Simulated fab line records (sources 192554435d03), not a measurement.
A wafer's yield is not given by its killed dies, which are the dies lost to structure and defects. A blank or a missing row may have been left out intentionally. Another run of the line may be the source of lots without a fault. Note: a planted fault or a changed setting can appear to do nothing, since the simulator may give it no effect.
Matching of chambers ; flow n5-finfet ; 3 sister chambers for N5_BEOL_M8_ILD_DEP_00 on pecvd-04
The step deposits SiCOH lowk from DEMS/porogen, target thk 179.75 nm, time 33.4 s. 3 wafers are shown with their chamber, then 8 later ones without.

## WAFERS PAIRED WITH THEIR CHAMBERS
wafer;chamber;throttle-valve-pct (%)
L080.4;0;14.6
L080.5;2;13.0
L085.1;1;14.1

## WAFERS WHOSE CHAMBER IS MISSING
wafer;throttle-valve-pct (%)
L085.2;13.1
L085.4;13.9
L086.2;13.0
L086.3;14.9
L086.6;12.9
L095.2;14.3
L095.4;13.8
L095.5;14.9

## THE CHAMBER EACH PASSED THROUGH
wafer;from the rows above;in truth
L085.2;2;2
L085.4;1;1
L086.2;2;2
L086.3;0;0
L086.6;2;2
L095.2;can't be placed: 1 or 0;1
L095.4;1;1
L095.5;0;0
Correctly placed: 7 of 8. Cannot be placed on the basis of these rows: 1; the candidates contain the true chamber in 1. Wrongly placed: 0.
How it was worked out, from the rows above alone: a wafer's distance from a chamber is the root of the sum, over the readings, of the square of ((its reading less the chamber's mean) divided by the reading's scatter). The wafer belongs to the nearest chamber; if the next one is less than 2 further off, it can't be placed. Each chamber's mean is taken over the wafers shown for it. The scatter (one wafer shown for each chamber): square how far every hidden wafer sits from the nearest shown wafer, average those squares and take the square root.
